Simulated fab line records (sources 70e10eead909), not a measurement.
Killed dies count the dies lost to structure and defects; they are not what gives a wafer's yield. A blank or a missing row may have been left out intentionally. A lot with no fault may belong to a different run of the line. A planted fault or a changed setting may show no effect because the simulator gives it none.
The tool behind it: which one? ; flow nand-harc ; 12 lots with 36 wafers sampled at 5 steps, on a route of 1159 steps

== WHAT THE GAUGES READ, wafer by wafer ==
NHARC_P_M2_OVL_MEAS_10: pitch 340 nm. Usual: overlay-x-nm 0.0 nm, standard deviation 0.9; overlay-y-nm 0.0 nm, standard deviation 0.98.
lot;measured;on;overlay-x-nm (nm);overlay-y-nm (nm);flag
L608;day 6 16:06;overlay-01;-1.2 -1.0 -1.4;-0.4 -0.2 -0.1;
L610;day 6 19:57;overlay-02;0.8 0.4 0.8;-1.2 -0.7 -1.1;
L612;day 7 09:06;overlay-01;0.0 -0.5 0.0;0.1 0.4 -0.3;
L613;day 7 22:59;overlay-01;-0.6 -1.2 -0.7;-0.1 -0.5 0.0;
L615;day 8 00:08;overlay-01;0.5 1.2 0.9;1.9 1.5 1.9;
L617;day 8 09:08;overlay-01;1.4 0.7 1.1;-0.2 0.0 -0.1;
L616;day 8 09:49;overlay-02;-0.1 -0.9 -0.5;0.5 0.7 0.4;
L618;day 9 11:25;overlay-02;0.7 0.8 0.7;-1.3 -1.1 -1.2;
L621;day 9 12:19;overlay-02;-2.0 -2.2 -2.5;-1.5 -2.1 -1.1;
L619;day 9 12:46;overlay-01;1.3 1.0 0.2;1.0 1.2 0.7;
L628;day 11 10:55;overlay-02;-0.5 -0.3 -0.4;-0.1 0.1 0.2;
L629;day 11 13:07;overlay-02;-0.5 -0.1 -0.1;-1.6 -1.1 -1.6;

NHARC_P_M2_CD_MEAS_16. Usual: 169.9 nm for cd-nm, sd 0.62.
lot;measured;on;cd-nm (nm);flag
L608;day 6 16:30;cd-sem-02;169.3 169.9 169.6;
L610;day 6 20:24;cd-sem-01;170.3 170.0 170.5;
L612;day 7 09:30;cd-sem-01;169.7 170.2 169.9;
L613;day 7 23:23;cd-sem-02;169.9 169.8 169.5;
L615;day 8 00:32;cd-sem-02;170.8 170.7 170.6;
L617;day 8 09:34;cd-sem-02;169.4 169.6 167.9;
L616;day 8 10:14;cd-sem-02;169.3 169.5 169.8;
L618;day 9 11:49;cd-sem-02;170.6 169.7 169.9;
L621;day 9 12:43;cd-sem-02;169.5 170.0 170.2;
L619;day 9 13:10;cd-sem-01;169.7 169.1 168.8;
L628;day 11 11:19;cd-sem-01;168.9 169.0 168.2;
L629;day 11 13:31;cd-sem-02;170.0 170.6 170.6;

NHARC_END_SORT_01. Usual: defect-limited-yield 95.4 %, standard deviation 1.6; killed-at-array 28, standard deviation 11; killed-at-other 0.9, standard deviation 1.2; killed-at-periphery 2.6, standard deviation 2.1; killed-dies 31, standard deviation 11; killed-open 3.1, standard deviation 1.7; killed-short 1.9, standard deviation 1.3; sort_bin_2_pct 1.5 %, standard deviation 0.64; sort_bin_3_pct 0.26 %, standard deviation 0.21; sort_bin_4_pct 2.9 %, standard deviation 1.1; sort-n-pass 646, standard deviation 11; sort-rim-yield-pct 96.4 %, standard deviation 2.3; sort-yield-pct 95.4 %, standard deviation 1.6.
lot;measured;on;defect-limited-yield (%);killed-at-array;killed-at-other;killed-at-periphery;killed-dies;killed-open;killed-short;sort_bin_2_pct (%);sort_bin_3_pct (%);sort_bin_4_pct (%);sort-n-pass;sort-rim-yield-pct (%);sort-yield-pct (%);flag
L608;day 21 12:38;prober-01;92.3 92.9 93.1;44 46 41;2 1 1;6 1 5;52 48 47;2 2 5;1 1 1;2.7 2.4 1.8;0.74 0.30 0.30;4.3 4.4 4.9;625 629 630;92.5 92.5 98.1;92.3 92.9 93.1;
L610;day 21 12:03;prober-02;97.6 96.6 98.2;15 22 12;0 0 0;1 1 0;16 23 12;3 1 2;2 2 0;1.0 1.0 0.6;0.15 0.30 0.15;1.2 2.1 1.0;661 654 665;94.3 95.3 98.1;97.6 96.6 98.2;
L612;day 21 23:42;prober-01;97.3 96.0 96.9;15 23 18;0 0 0;3 4 3;18 27 21;0 3 3;0 1 1;0.4 0.7 1.0;0 0.15 0;2.2 3.1 2.1;659 650 656;100.0 99.1 95.3;97.3 96.0 96.9;
L613;day 24 20:20;prober-02;97.6 97.5 97.9;13 15 10;0 0 0;3 2 4;16 17 14;4 2 1;1 3 2;0.6 0.6 0;0 0 0.15;1.8 1.9 1.9;661 660 663;97.2 96.2 94.3;97.6 97.5 97.9;
L615;day 24 13:26;prober-01;96.9 95.3 95.6;20 24 24;0 4 2;1 4 4;21 32 30;2 3 5;0 2 2;0.7 1.6 1.0;0 0.15 0.44;2.4 3.0 3.0;656 645 647;98.1 97.2 97.2;96.9 95.3 95.6;
L617;day 24 12:37;prober-02;96.3 95.3 94.4;23 32 37;0 0 0;2 0 1;25 32 38;2 3 6;1 2 3;1.6 2.2 1.9;0.15 0.30 0.30;1.9 2.2 3.4;652 645 639;97.2 98.1 97.2;96.3 95.3 94.4;
L616;day 24 06:23;prober-01;98.5 97.5 97.8;8 12 13;0 1 1;2 4 1;10 17 15;0 2 2;0 6 1;0.6 0.9 0.6;0.15 0.30 0;0.7 1.3 1.6;667 660 662;97.2 97.2 95.3;98.5 97.5 97.8;
L618;day 24 22:54;prober-01;94.2 95.6 94.4;36 30 35;1 0 0;2 0 3;39 30 38;2 0 4;1 2 1;1.9 1.3 2.5;1.03 0.44 0.44;2.8 2.7 2.7;638 647 639;95.3 95.3 97.2;94.2 95.6 94.4;
L621;day 24 05:40;prober-02;94.8 95.0 94.4;33 32 36;1 2 0;1 0 2;35 34 38;1 6 2;5 2 2;1.9 1.8 1.8;0.15 0.30 0;3.1 3.0 3.8;642 643 639;98.1 98.1 95.3;94.8 95.0 94.4;
L619;day 25 18:23;prober-01;96.8 95.4 96.9;19 29 19;0 0 0;3 2 2;22 31 21;1 3 3;2 1 1;1.3 1.9 1.0;0.15 0 0;1.8 2.7 2.1;655 646 656;99.1 94.3 98.1;96.8 95.4 96.9;
L628;day 27 20:56;prober-02;93.9 95.0 94.5;39 27 36;2 7 1;0 0 0;41 34 37;5 1 3;2 1 2;2.5 1.5 1.8;0.30 1.03 0.30;3.2 2.5 3.4;636 643 640;98.1 87.7 97.2;93.9 95.0 94.5;
L629;day 27 14:03;prober-02;93.9 95.1 94.1;36 30 34;1 1 2;4 2 4;41 33 40;5 2 4;1 2 0;2.5 1.9 1.9;0.15 0 0.59;3.4 3.0 3.4;636 644 637;96.2 99.1 95.3;93.9 95.1 94.1;

== WHAT TOOL EACH LOT RAN ON (gives the tool, then ch and the chambers of the sampled wafers, and finally the start) ==
lot;NHARC_P_M2_ETCH_28;NHARC_P_BONDPAD_DEP_00
L608;rie-diel-03 ch 0,1,3, day 6 19:34 or earlier;pecvd-01 ch 0,1, day 6 19:34
L610;rie-diel-03 ch 1,2,3, day 6 23:17 or earlier;pecvd-03 ch 0,2, day 6 23:17
L612;rie-diel-03 ch 2,3, day 7 12:28 or earlier;pecvd-04 ch 0,1,2, day 7 12:28
L613;rie-diel-03 ch 0,1,3, day 8 02:15 or earlier;pecvd-03 ch 0,1,2, day 8 02:15
L615;rie-diel-03 ch 1,2, day 8 03:22 or earlier;pecvd-04 ch 1,2, day 8 03:22
L617;rie-diel-03 ch 0,1,3, day 8 12:25 or earlier;pecvd-04 ch 0,2, day 8 12:25
L616;rie-diel-03 ch 0,1,2, day 8 13:25 or earlier;pecvd-04 ch 0,2, day 8 13:25
L618;rie-diel-04 ch 0,2,3, day 9 15:01 or earlier;pecvd-01 ch 0,1,2, day 9 15:01
L621;rie-diel-13 ch 0,2,3, day 9 16:00 or earlier;pecvd-04 ch 1,2, day 9 16:00
L619;rie-diel-13 ch 1,3, day 9 16:44 or earlier;pecvd-04 ch 1,2, day 9 16:44
L628;rie-diel-04 ch 1,2,3, day 11 14:22 or earlier;pecvd-03 ch 0,2, day 11 14:22
L629;rie-diel-03 ch 1,2, day 11 16:25 or earlier;pecvd-04 ch 1,2, day 11 16:25
- NHARC_P_M2_ETCH_28: etches the open film in CF4/N2, target depth 30 nm, time 72.99 s.
- NHARC_P_BONDPAD_DEP_00: deposits SiCN, target thk 250 nm.

== WHAT THE TOOLS THEMSELVES READ (means of the sampled wafers that have a number; where no wafer has one, the mark that the record gives instead) ==
NHARC_P_M2_ETCH_28. Usual: drypump-motor-current-A 5.6 A, standard deviation 0.3; oes-product-au 1.000 a.u., standard deviation 0.0077; rf-vpp-V 313.6 V, standard deviation 1.3; showerhead-plenum-p-Torr 2.59 Torr, standard deviation 0.06; throttle-valve-pct 19.795 %, standard deviation 0.0093.
lot;tool;drypump-motor-current-A (A);oes-product-au (a.u.);rf-vpp-V (V);showerhead-plenum-p-Torr (Torr);throttle-valve-pct (%);flag
L608;rie-diel-03;5.7;0.997;313.0;2.59;19.793;
L610;rie-diel-03;5.6;1.004;313.3;2.61;19.792;
L612;rie-diel-03;5.5;0.996;313.7;2.58;19.796;
L613;rie-diel-03;5.7;1.000;314.0;2.59;19.799;
L615;rie-diel-03;5.6;0.992;314.6;2.65;19.789;
L617;rie-diel-03;5.7;0.998;313.9;2.59;19.800;
L616;rie-diel-03;5.7;1.007;314.2;2.61;19.798;
L618;rie-diel-04;5.4;1.004;313.0;2.58;19.800;
L621;rie-diel-13;5.9;0.997;313.3;2.54;19.790;
L619;rie-diel-13;6.1;0.997;312.3;2.49;19.796;
L628;rie-diel-04;5.5;1.001;314.0;2.62;19.791;
L629;rie-diel-03;5.6;0.999;314.1;2.65;19.794;

NHARC_P_BONDPAD_DEP_00. Usual: heater-power-w 551 W, standard deviation 53; rf-fwd-power-W 449.0 W, standard deviation 1.5; showerhead-vpp-V 1328 V, standard deviation 39.
lot;tool;heater-power-w (W);rf-fwd-power-W (W);showerhead-vpp-V (V);flag
L608;pecvd-01;601;449.4;1327;
L610;pecvd-03;575;448.5;1304;
L612;pecvd-04;564;449.9;1322;
L613;pecvd-03;563;450.5;1342;
L615;pecvd-04;512;449.6;1296;
L617;pecvd-04;524;448.9;1346;
L616;pecvd-04;530;448.2;1337;
L618;pecvd-01;626;448.9;1327;
L621;pecvd-04;551;447.3;1316;
L619;pecvd-04;534;451.1;1320;
L628;pecvd-03;604;328.1;1115;OFF
L629;pecvd-04;578;448.8;1322;

== THE ANSWER, worked out from the rows above alone ==
Rule: a lot counts as off when the mean over its wafers that have a number is more than 3 standard deviations away from the usual mean. A lot without any number at a reading at which 4 lots or more have one is off too. The other lots that the step has rows for count as sound. After the gauges, taken in route order, come the tools' own readings; for these a lot's mean is taken, as printed above. At the first step where some lot is off, the reading lying furthest off is the one used; lots without a number count as furthest.
Off, at NHARC_P_BONDPAD_DEP_00 on rf-fwd-power-W: L628.
A tool fits if, at that step or a process step before it, it ran every lot that is off, and no sound lot after the first of them. NHARC_P_M2_ETCH_28: start missing for some lots; hours and lot order therefore follow NHARC_P_BONDPAD_DEP_00. This does not decide it: 2 tools fit, namely rie-diel-04 at NHARC_P_M2_ETCH_28 and pecvd-03 at NHARC_P_BONDPAD_DEP_00.

== WHAT THE SIMULATOR HAD INSERTED ==
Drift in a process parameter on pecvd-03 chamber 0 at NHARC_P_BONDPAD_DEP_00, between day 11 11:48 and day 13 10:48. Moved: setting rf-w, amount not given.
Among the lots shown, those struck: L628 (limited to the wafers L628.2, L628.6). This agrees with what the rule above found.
